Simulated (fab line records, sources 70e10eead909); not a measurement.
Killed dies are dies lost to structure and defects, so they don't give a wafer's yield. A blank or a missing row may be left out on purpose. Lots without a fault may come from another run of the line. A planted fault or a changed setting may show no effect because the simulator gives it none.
fab line records | flow nand_harc
record lots=13 wafers=39 last_day=33
route steps=1302 shown A_CHANNEL_FILL_D2@615 THIN_TSV@1246 END@1302
lots that met no fault: from a run of the same line without faults
start_h: hours from the record's first day to the start of the lot's first wafer shown | wait_h: hours since the lot's step before | " the same as in the row above | L1.1+2: a row that stands for several wafers | - no value, or no start given | * or withheld: withheld | < > ~ a bound
route shown NAME@n: a module of which the file shows steps, and the number in the route of the first | usual: mean/standard deviation of fault-free wafers | same: alike in all rows | chamber/n: place in a boat | sites: the reading at each site | _std_site: their standard deviation | _edge_site: outer sites' mean less inner sites' | radius_mm: how far each site lies from the wafer's centre | mask NAME#n: copy n | behind: the tool/chamber that last shaped the wafer | hold: why the lot was held/for how many hours/how that ended | device: the transistor (n, p or np) that didn't switch | end of line: the same wafers' tests at the end of the route | a step without rows: its recipe alone | killed: dies lost to structure and defects at the first sort, not the wafer's yield | map: a wafer's dies, x killed, . not, _ none there
set.NAME: the setting as run; set.NAME@STEP: as run at that earlier step | model.NAME: the simulator's own value behind a step, which no gauge read
steps of the route over a sample of lots; a table a step, a row a wafer
services: from which hour (start_h, from the record's first day; less than 0 if before it) a tool's chamber was out of use, for how many hours, and why
## steps
# step NHARC_A_CHANNEL_FILL_D2_ALD_15
# recipe target_thk_a=20 pulse_time_s=60 ald_cycles=19 temp_c=630 pressure_torr=2 material=SiNx
# usual precursor_pulse_height_rel=1.001/0.019
# same ald_cycles=19
# columns lot.wafer tool chamber start_h wait_h precursor_pulse_height_rel
L125.2 ald_sin_batch-01 0 309.36 - 0.996
L125.4 " 0 " " 1.005
L125.5 " 0 " " 0.976
L126.2 ald_sin_batch-01 0 309.36 - 1.014
L126.3 " 0 " " 1.012
L126.6 " 0 " " 1.021
L128.1 ald_sin_batch-03 0 349.07 - 1.018
L128.2 " 0 " " 1.009
L128.5 " 0 " " 1.039
L129.3 ald_sin_batch-03 0 349.07 - 0.976
L129.4 " 0 " " 1.024
L129.6 " 0 " " 1.015
L131.1 ald_sin_batch-01 0 370.30 - 0.994
L131.3 " 0 " " 1.003
L131.5 " 0 " " 1.014
L132.3 ald_sin_batch-02 0 389.59 - 0.971
L132.5 " 0 " " 0.981
L132.6 " 0 " " 1.012
L134.2 ald_sin_batch-02 0 389.59 - 0.996
L134.3 " 0 " " 0.995
L134.4 " 0 " " 0.995
L135.1 ald_sin_batch-03 0 418.37 - 0.996
L135.5 " 0 " " 1.035
L135.6 " 0 " " 1.018
L136.1 ald_sin_batch-02 0 424.79 - 0.972
L136.4 " 0 " " 0.984
L136.6 " 0 " " 1.026
L139.2 ald_sin_batch-02 0 449.57 - 1.020
L139.3 " 0 " " 1.002
L139.5 " 0 " " 1.020
L144.1 ald_sin_batch-02 0 497.19 - 1.015
L144.2 " 0 " " 1.004
L144.5 " 0 " " 0.997
L145.1 ald_sin_batch-02 0 516.48 - 1.020
L145.3 " 0 " " 0.993
L145.5 " 0 " " 1.017
L146.4 ald_sin_batch-02 0 516.48 - 1.006
L146.5 " 0 " " 0.964
L146.6 " 0 " " 1.013
# step NHARC_THIN_TSV_THK_MEAS_02
# recipe thk_meas_gauge=ir
# usual thk_nm=3033/220
# columns lot.wafer tool chamber start_h wait_h thk_nm
L125.2 film_metro-02 - 545.37 0.2 3038
L125.4 " - " " 3108
L125.5 " - " " 3127
L126.2 film_metro-01 - 547.76 - 3023
L126.3 " - " " 3392
L126.6 " - " " 3350
L128.1 film_metro-01 - 580.08 0.2 2845
L128.2 " - " " 2823
L128.5 " - " " 2710
L129.3 film_metro-01 - 588.24 - 3075
L129.4 " - " " 2915
L129.6 " - " " 2963
L131.1 film_metro-02 - 591.87 - 2574
L131.3 " - " " 2692
L131.5 " - " " 2623
L134.2 film_metro-01 - 628.55 - 3033
L134.3 " - " " 2813
L134.4 " - " " 3271
L132.3 film_metro-01 - 629.76 - 2539
L132.5 " - " " 3035
L132.6 " - " " 2752
L136.1 film_metro-01 - 661.77 - 2935
L136.4 " - " " 2964
L136.6 " - " " 2814
L135.1 film_metro-01 - 662.98 0.2 2870
L135.5 " - " " 2804
L135.6 " - " " 2882
L139.2 film_metro-01 - 684.23 - 2833
L139.3 " - " " 3041
L139.5 " - " " 2960
L144.1 film_metro-02 - 746.68 0.2 3015
L144.2 " - " " 3246
L144.5 " - " " 3046
L146.4 film_metro-02 - 757.35 - 3170
L146.5 " - " " 3075
L146.6 " - " " 3236
L145.1 film_metro-02 - 765.00 - 3276
L145.3 " - " " 3293
L145.5 " - " " 3453
# step NHARC_THIN_TSV_DEGAS_53
# recipe temp_c=300 time_s=60
# usual heater_power_w=470/56
# columns lot.wafer tool chamber start_h wait_h heater_power_w
L125.4 pvd_sputter-03 - 554.46 0.1 457
L125.2 " - " " 385
L125.5 " - " " 457
L126.2 pvd_sputter-02 - 555.12 0.1 596
L126.3 " - " " 397
L126.6 " - " " 583
L128.1 pvd_sputter-03 - 585.77 0.1 387
L128.2 " - " " 488
L128.5 " - " " 392
L129.4 pvd_sputter-03 - 594.06 0.1 455
L129.3 " - " " 494
L129.6 " - " " 386
L131.1 pvd_sputter-01 - 597.74 0.1 485
L131.3 " - " " 416
L131.5 " - " " 486
L134.3 pvd_sputter-01 - 634.39 0.1 478
L134.2 " - " " 430
L134.4 " - " " 408
L132.3 pvd_sputter-02 - 635.58 0.1 394
L132.5 " - " " 394
L132.6 " - " " 581
L136.1 pvd_sputter-03 - 667.95 0.1 398
L136.4 " - " " 488
L136.6 " - " " 396
L135.1 pvd_sputter-01 - 669.00 0.1 434
L135.5 " - " " 496
L135.6 " - " " 432
L139.2 pvd_sputter-02 - 690.07 0.1 466
L139.3 " - " " 469
L139.5 " - " " 481
L144.1 pvd_sputter-01 - 752.50 0.1 476
L144.2 " - " " 514
L144.5 " - " " 476
L146.4 pvd_sputter-02 - 763.19 0.1 471
L146.5 " - " " 424
L146.6 " - " " 594
L145.1 pvd_sputter-01 - 770.89 0.1 489
L145.3 " - " " 516
L145.5 " - " " 500
# step NHARC_THIN_TSV_ETCH_59
# recipe target_depth_a=8800 icp_w=900 bias_w=100 Cl2_flow_sccm=60 bcl3_flow_sccm=30 time_s=138.1 chemistry=Cl2/BCl3
# usual drypump_motor_current_A=5.6/0.41 oes_product_au=1.000/0.0073 throttle_valve_pct=22.264/0.0091
# columns lot.wafer tool chamber start_h wait_h drypump_motor_current_A oes_product_au rf_hours_counter_h throttle_valve_pct
L125.2 rie_metal-02 1 555.94 0.1 5.3 1.007 1.3 22.264
L125.4 " 1 " " 5.3 0.991 - 22.259
L125.5 " 0 " " 5.7 0.991 - 22.275
L126.2 rie_metal-01 0 556.57 0.2 5.5 1.004 3.4 22.239
L126.3 " 0 " " 5.5 1.006 - 22.274
L126.6 " 0 " " 5.5 1.003 - 22.254
L128.1 rie_metal-03 0 587.19 0.1 6.2 0.994 1.0 22.262
L128.2 " 1 " " 5.1 1.009 1.0 22.262
L128.5 " 0 " " 6.2 0.986 - 22.253
L129.4 rie_metal-02 1 595.55 0.2 5.3 1.014 - 22.251
L129.3 " 0 " " 5.7 0.999 - 22.260
L129.6 " 1 " " 5.3 1.004 - 22.252
L131.1 rie_metal-03 0 599.04 0.1 6.2 0.996 1.4 22.248
L131.3 " 1 " " 5.1 0.989 - 22.276
L131.5 " 1 " " 5.1 0.984 - 22.264
L134.2 rie_metal-03 0 635.84 0.1 6.2 1.008 1.8 22.280
L134.4 " 1 " " 5.1 0.999 - 22.265
L134.3 " 0 " " 6.2 0.997 - 22.261
L132.3 rie_metal-03 0 636.95 0.2 6.3 0.995 - 22.265
L132.6 " 0 " " 6.2 1.009 - 22.275
L132.5 " 1 " " 5.1 0.995 - 22.249
L136.1 rie_metal-03 0 669.41 0.1 6.2 0.997 2.3 22.253
L136.4 " 1 " " 5.1 1.001 - 22.261
L136.6 " 0 " " 6.2 0.992 - 22.245
L135.1 rie_metal-02 0 670.46 0.2 5.7 1.009 0.3 22.261
L135.5 " 1 " " 5.3 1.007 - 22.259
L135.6 " 0 " " 5.7 1.001 - 22.272
L139.2 rie_metal-03 1 691.42 0.1 5.1 0.986 3.0 22.269
L139.3 " 0 " " 6.2 0.993 - 22.253
L139.5 " 0 " " 6.3 1.002 - 22.257
L144.1 rie_metal-03 0 753.80 0.1 6.2 0.994 0.5 22.271
L144.2 " 1 " " 5.1 0.980 0.5 22.279
L144.5 " 1 " " 5.1 0.984 - 22.267
L146.4 rie_metal-03 0 764.69 0.2 6.2 1.008 - 22.270
L146.5 " 1 " " 5.1 0.990 - 22.269
L146.6 " 0 " " 6.2 1.008 - 22.280
L145.1 rie_metal-01 0 772.31 0.1 5.5 1.006 0.5 22.263
L145.3 " 0 " " 5.5 1.000 - 22.260
L145.5 " 1 " " 5.9 1.011 - 22.271
# step NHARC_END_SORT_01
# recipe temp_c=25
# usual killed_at_array=59/19 killed_at_other=0.6/0.85 killed_at_periphery=3.8/2.5 killed_dies=64/19 killed_open=3.3/1.8 killed_short=2.2/1.6
# same gross_dies=677
# columns lot.wafer tool chamber start_h wait_h killed_at_array killed_at_other killed_at_periphery killed_dies killed_open killed_short
L146.4 prober-01 0 774.56 3.4 111 2 4 117 4 1
L146.5 prober-01 0 775.37 3.7 122 0 6 128 2 3
L146.6 prober-01 0 776.18 4.0 123 1 1 125 2 3
L145.1 prober-01 0 780.71 2.5 111 1 2 114 1 1
L145.3 prober-01 0 782.31 3.1 125 0 1 126 2 2
L145.5 prober-01 0 783.92 3.7 116 0 3 119 4 3
# killed by level:class
L146.4 A_CHANNEL_FILL_D2:unspecified=60 A_CHANNEL_HOLE_D2:chamber_film_flake=18 A_CHANNEL_HOLE_D1:chamber_film_flake=12 A_CONTACT:chamber_film_flake=8 A_SLIT:chamber_film_flake=5 P_STI:chamber_film_flake=4 A_WL_FILL:chamber_film_flake=2 A_ONON_D1:geometric_particle:open=1
L146.5 A_CHANNEL_FILL_D2:unspecified=62 A_CHANNEL_HOLE_D2:chamber_film_flake=18 A_CHANNEL_HOLE_D1:chamber_film_flake=15 A_CONTACT:chamber_film_flake=9 A_SLIT:chamber_film_flake=8 P_STI:chamber_film_flake=4 A_DECK1_JOINT:chamber_film_flake=3 A_STAIRCASE:chamber_film_flake=3
L146.6 A_CHANNEL_FILL_D2:unspecified=71 A_CHANNEL_HOLE_D2:chamber_film_flake=20 A_CONTACT:chamber_film_flake=10 A_CHANNEL_HOLE_D1:chamber_film_flake=10 A_STAIRCASE:chamber_film_flake=4 A_DECK1_JOINT:chamber_film_flake=2 A_SLIT:chamber_film_flake=2 P_M0:geometric_particle:short=1
L145.1 A_CHANNEL_FILL_D2:unspecified=66 A_SLIT:chamber_film_flake=27 A_CHANNEL_HOLE_D1:chamber_film_flake=7 A_CONTACT:chamber_film_flake=4 P_ZERO_WELL:chamber_film_flake=2 A_DECK1_JOINT:chamber_film_flake=2 A_STAIRCASE:chamber_film_flake=2 A_ONON_D1:geometric_particle:open=1
L145.3 A_CHANNEL_FILL_D2:unspecified=68 A_SLIT:chamber_film_flake=31 A_CHANNEL_HOLE_D1:chamber_film_flake=13 A_CONTACT:chamber_film_flake=5 A_STAIRCASE:chamber_film_flake=3 A_CHANNEL_FILL_D2:chamber_film_flake=2 P_M0:geometric_particle:open=1 A_ONON_D2:geometric_particle:short=1
L145.5 A_CHANNEL_FILL_D2:unspecified=70 A_SLIT:chamber_film_flake=18 A_CHANNEL_HOLE_D1:chamber_film_flake=15 A_CONTACT:chamber_film_flake=4 A_DECK1_JOINT:chamber_film_flake=2 P_M0:geometric_particle:short=1 A_CHANNEL_FILL_D1:geometric_particle:open=1 A_CHANNEL_FILL_D2:geometric_particle:open=1
## services
# columns tool chamber start_h hours kind
pvd_sputter-03 - 320.54 1.9 repair
rie_metal-03 - 342.00 9.0 pm
pvd_sputter-02 - 366.38 2.8 repair
pvd_sputter-03 - 383.36 10.0 pm
pvd_sputter-01 - 404.00 10.0 pm
rie_metal-03 - 436.48 0.1 repair
rie_metal-03 0 444.64 64.7 repair
rie_metal-02 - 454.00 9.0 pm
pvd_sputter-02 - 460.00 10.0 pm
pvd_sputter-02 - 489.51 2.3 repair
ald_sin_batch-01 - 506.00 26.0 pm
rie_metal-03 - 519.00 9.0 pm
pvd_sputter-03 - 561.36 10.0 pm
pvd_sputter-03 - 579.22 2.2 repair
pvd_sputter-01 - 582.00 10.0 pm
pvd_sputter-03 - 590.04 2.5 repair
pvd_sputter-02 - 638.00 10.0 pm
pvd_sputter-03 - 672.85 3.6 repair
pvd_sputter-02 - 678.02 1.4 repair
rie_metal-03 - 696.00 9.0 pm
pvd_sputter-01 - 709.06 1.6 repair
pvd_sputter-03 - 724.30 5.8 repair
pvd_sputter-03 - 739.36 10.0 pm
pvd_sputter-01 - 760.00 10.0 pm
## key
first_sign step=NHARC_END_SORT_01 reading=killed_at_array direction=up sigmas=3.1 usual=59 struck=118
effect step=NHARC_END_SORT_01 reading=killed_dies direction=up sigmas=3.1 usual=64 struck=122
more_kills_born_at NHARC_A_CHANNEL_FILL_D2_ALD_15@ald_sin_batch-02=397
met_at NHARC_A_CHANNEL_FILL_D2_ALD_15
struck_lots L145,L146
tester_left_out L145,L146
not_acting_at NHARC_THIN_TSV_THK_MEAS_02,NHARC_THIN_TSV_DEGAS_53,NHARC_THIN_TSV_ETCH_59
onset_between 497.19 516.48
also_fits time
fault kind=chamber_particle_source tool=ald_sin_batch-02 chamber=- onset_h=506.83 steps=NHARC_A_CHANNEL_FILL_D2_ALD_15 rate_per_visit_cm2=0.99711 end_h=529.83
# tester_left_out: of these lots the tester's yield and bins aren't shown, on N5 and GAA mostly nor the transistor test; their killed dies are dies lost to structure and defects alone, not to doping, threshold or leakage, so they don't give the yield
